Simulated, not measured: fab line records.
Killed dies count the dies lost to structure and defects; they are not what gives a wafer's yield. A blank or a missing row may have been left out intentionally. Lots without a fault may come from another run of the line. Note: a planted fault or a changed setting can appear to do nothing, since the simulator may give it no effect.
Split-lot study :: flow n5 finfet :: 7 lots, 21 wafers read, on a route of 1938 steps

ABOUT THE SPLIT
At N5_BEOL_M0_SAQP_SPACER1_ALD_98 (deposits SiO2, target thk 12.8 nm, pulse time 1 s, purge time 2 s), the setting temp c was moved away from the recipe's 300 C on 5 of the 21 wafers read, by -3.2% to +3.1%. The other wafers ran this setting at the recipe's value.

The reading comes from the split's own step.

THE READING
SiO2_of_BEOL_M0_SAQP_SPACER1_ALD_98.thk nm (the simulator's own value, which no gauge read), in nm, at N5_BEOL_M0_SAQP_SPACER1_ALD_98 (deposits SiO2, target thk 12.8 nm, pulse time 1 s, purge time 2 s). There is no usual value for it anywhere in the file.

wafer: L074.3
tool, chamber at the split: ald sin-04, 1,3
temp c as run, C: 309.4
against the recipe: +3.1%
SiO2_of_BEOL_M0_SAQP_SPACER1_ALD_98.thk nm, nm: 12.6
against lot-mates on the recipe: -0.2

wafer: L074.6
tool, chamber at the split: ald sin-04, 1,3
temp c as run, C: 309.4
against the recipe: +3.1%
SiO2_of_BEOL_M0_SAQP_SPACER1_ALD_98.thk nm, nm: 12.6
against lot-mates on the recipe: -0.2

wafer: L074.5
tool, chamber at the split: ald sin-04, 2
temp c as run, C: 300
against the recipe: recipe
SiO2_of_BEOL_M0_SAQP_SPACER1_ALD_98.thk nm, nm: 12.8
against lot-mates on the recipe: -

wafer: L075.3
tool, chamber at the split: ald sin-02, 1,3,3
temp c as run, C: 300
against the recipe: recipe
SiO2_of_BEOL_M0_SAQP_SPACER1_ALD_98.thk nm, nm: 12.8
against lot-mates on the recipe: -

wafer: L075.4
tool, chamber at the split: ald sin-02, 1,3,3
temp c as run, C: 300
against the recipe: recipe
SiO2_of_BEOL_M0_SAQP_SPACER1_ALD_98.thk nm, nm: 12.8
against lot-mates on the recipe: -

wafer: L075.5
tool, chamber at the split: ald sin-02, 1,3,3
temp c as run, C: 300
against the recipe: recipe
SiO2_of_BEOL_M0_SAQP_SPACER1_ALD_98.thk nm, nm: 12.8
against lot-mates on the recipe: -

wafer: L077.2
tool, chamber at the split: ald sin-01, 0,3
temp c as run, C: 300
against the recipe: recipe
SiO2_of_BEOL_M0_SAQP_SPACER1_ALD_98.thk nm, nm: 12.8
against lot-mates on the recipe: -

wafer: L077.3
tool, chamber at the split: ald sin-01, 0,3
temp c as run, C: 300
against the recipe: recipe
SiO2_of_BEOL_M0_SAQP_SPACER1_ALD_98.thk nm, nm: 12.8
against lot-mates on the recipe: -

wafer: L077.5
tool, chamber at the split: ald sin-01, 3
temp c as run, C: 295
against the recipe: -1.7%
SiO2_of_BEOL_M0_SAQP_SPACER1_ALD_98.thk nm, nm: 13
against lot-mates on the recipe: +0.2

wafer: L078.1
tool, chamber at the split: ald sin-04, 0,3,3
temp c as run, C: 300
against the recipe: recipe
SiO2_of_BEOL_M0_SAQP_SPACER1_ALD_98.thk nm, nm: 12.8
against lot-mates on the recipe: -

wafer: L078.2
tool, chamber at the split: ald sin-04, 0,3,3
temp c as run, C: 300
against the recipe: recipe
SiO2_of_BEOL_M0_SAQP_SPACER1_ALD_98.thk nm, nm: 12.8
against lot-mates on the recipe: -

wafer: L078.4
tool, chamber at the split: ald sin-04, 0,3,3
temp c as run, C: 300
against the recipe: recipe
SiO2_of_BEOL_M0_SAQP_SPACER1_ALD_98.thk nm, nm: 12.8
against lot-mates on the recipe: -

wafer: L088.1
tool, chamber at the split: ald sin-02, 2,1,3
temp c as run, C: 300
against the recipe: recipe
SiO2_of_BEOL_M0_SAQP_SPACER1_ALD_98.thk nm, nm: 12.8
against lot-mates on the recipe: -

wafer: L088.2
tool, chamber at the split: ald sin-02, 2,1,3
temp c as run, C: 300
against the recipe: recipe
SiO2_of_BEOL_M0_SAQP_SPACER1_ALD_98.thk nm, nm: 12.8
against lot-mates on the recipe: -

wafer: L088.3
tool, chamber at the split: ald sin-02, 2,1,3
temp c as run, C: 300
against the recipe: recipe
SiO2_of_BEOL_M0_SAQP_SPACER1_ALD_98.thk nm, nm: 12.8
against lot-mates on the recipe: -

wafer: L090.2
tool, chamber at the split: ald sin-02, 3,1,2
temp c as run, C: 300
against the recipe: recipe
SiO2_of_BEOL_M0_SAQP_SPACER1_ALD_98.thk nm, nm: 12.8
against lot-mates on the recipe: -

wafer: L090.3
tool, chamber at the split: ald sin-02, 3,1,2
temp c as run, C: 300
against the recipe: recipe
SiO2_of_BEOL_M0_SAQP_SPACER1_ALD_98.thk nm, nm: 12.8
against lot-mates on the recipe: -

wafer: L090.4
tool, chamber at the split: ald sin-02, 3,1,2
temp c as run, C: 300
against the recipe: recipe
SiO2_of_BEOL_M0_SAQP_SPACER1_ALD_98.thk nm, nm: 12.8
against lot-mates on the recipe: -

wafer: L094.3
tool, chamber at the split: ald sin-01, 3
temp c as run, C: 290.4
against the recipe: -3.2%
SiO2_of_BEOL_M0_SAQP_SPACER1_ALD_98.thk nm, nm: 13.4
against lot-mates on the recipe: +0.6

wafer: L094.5
tool, chamber at the split: ald sin-01, 3
temp c as run, C: 300
against the recipe: recipe
SiO2_of_BEOL_M0_SAQP_SPACER1_ALD_98.thk nm, nm: 12.8
against lot-mates on the recipe: -

wafer: L094.6
tool, chamber at the split: ald sin-01, 2
temp c as run, C: 290.4
against the recipe: -3.2%
SiO2_of_BEOL_M0_SAQP_SPACER1_ALD_98.thk nm, nm: 13.2
against lot-mates on the recipe: +0.4
The file does not say which wafer passed through which chamber wherever a row lists several chambers: such a row stands for several wafers.

THE FIT
A straight line over all 21 wafers: SiO2_of_BEOL_M0_SAQP_SPACER1_ALD_98.thk nm changes by -0.11 nm for each +1% of temp c; r = -0.92; the points scatter about the line by 0.068 nm.
The same after taking each lot's own level away (the mean of its wafers on the recipe; 21 wafers): -0.11 nm for each +1%; r = -0.92; scatter 0.068 nm.
On that fit, the largest move of temp c shifts the reading by 0.35 nm.
The lots' own levels span 12.80 to 12.80 nm.
Consequently the slope shifts little with the lot-to-lot level, the two slopes agreeing.
Check: for one of the wafers moved furthest among these (-3.2%), held out of the fit, the line's prediction against its lot-mates is +0.299 nm. It came out at +0.6 nm against them.

OTHER SPLITS ON THESE WAFERS
Before the reading, these wafers also passed through other splits. Each is held against what the fit with the lots' levels taken away leaves over:
other split on the same wafers: N5_MOL_CONTACT_COAG_COAT_75 spin rpm
wafers away from the commonest value: 6
r with SiO2_of_BEOL_M0_SAQP_SPACER1_ALD_98.thk nm (lot level and that fit taken away): +0.09

other split on the same wafers: N5_BEOL_M0_SAQP_ETCH_84 time s
wafers away from the commonest value: 10
r with SiO2_of_BEOL_M0_SAQP_SPACER1_ALD_98.thk nm (lot level and that fit taken away): +0.01

FILE'S OWN FIT
SiO2_of_BEOL_M0_SAQP_SPACER1_ALD_98.thk nm changes by -0.112 nm for each +1% of temp c, r = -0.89.
